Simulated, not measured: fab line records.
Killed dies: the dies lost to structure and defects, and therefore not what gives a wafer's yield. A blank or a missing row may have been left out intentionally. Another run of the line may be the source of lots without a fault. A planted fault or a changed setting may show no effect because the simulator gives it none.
Check of tool commonality | flow nandHarc | 2 lots, 6 wafers sampled

WHY THIS WAS OPENED
On 2 of the 2 lots, a flag is raised at NHARC_END_SORT_01 on the reading killedAtArray. Wafers without a fault read 52, standard deviation 17.
Rule: flag the lot when none of its wafers has a number, or when each of its wafers that has one lies beyond 4 standard deviations from that mean. The other lots count as sound.

lot  | measured     | on        | killedAtArray, wafer by wafer | flag
L783 | day 30 19:19 | prober-02 | 548 561 562                   | FLAGGED
L782 | day 30 19:20 | prober-01 | 543 478 500                   | FLAGGED
On average the flagged lots' numbers are 532, which is +480 against the usual, or +28 standard deviations.

WHICH TOOL RAN EACH LOT
Before the reading, the record contains 4 process steps out of a 1302-step route. Cell contents, in order: the tool; ch with the chambers the sampled wafers went through; the start.
lot  | flag    | NHARC_A_STAIRCASE_CVD_552   | NHARC_A_BONDPAD_PVD_27 | NHARC_THIN_TSV_PRE_CLEAN_50 | NHARC_THIN_TSV_PVD_19
L783 | FLAGGED | lpcvd-01 ch 0, day 24 01:02 | no row                 | no row                      | no row
L782 | FLAGGED | lpcvd-01 ch 0, day 24 04:26 | no row                 | no row                      | no row
What the steps here do:
- NHARC_A_STAIRCASE_CVD_552: deposits SiNx, target thk 40 nm.
- NHARC_A_BONDPAD_PVD_27: deposits Cu, target thk 30 nm, time 20.49 s.
- NHARC_THIN_TSV_PRE_CLEAN_50: time 30 s.
- NHARC_THIN_TSV_PVD_19: deposits TaN, target thk 20 nm.
- NHARC_END_SORT_01

FLAGGED OVER TOTAL, TOOL BY TOOL (the gauges that took the reading come last)
step                      | tool      | lots run | flagged | share of the flagged lots | sound lots run after its first flagged lot
NHARC_A_STAIRCASE_CVD_552 | lpcvd-01  | 2        | 2       | all                       | 0
NHARC_END_SORT_01         | prober-01 | 1        | 1       | some                      | 0
NHARC_END_SORT_01         | prober-02 | 1        | 1       | some                      | 0

WHAT THE TABLE PERMITS
1 row of the table ran every flagged lot: lpcvd-01 at NHARC_A_STAIRCASE_CVD_552.
- lpcvd-01 at NHARC_A_STAIRCASE_CVD_552 ran 2 lots, 2 of them flagged. The start can't be narrowed down: in this sample, it ran no sound lot prior to its first flagged lot.
Left over: one tool, lpcvd-01 at NHARC_A_STAIRCASE_CVD_552.

WHAT HAD BEEN PUT IN BY THE SIMULATOR
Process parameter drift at NHARC_A_STAIRCASE_CVD_552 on lpcvd-01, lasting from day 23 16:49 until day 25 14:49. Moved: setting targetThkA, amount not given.
Shown lots that were struck: L783, L782. This agrees with what the rule above found.
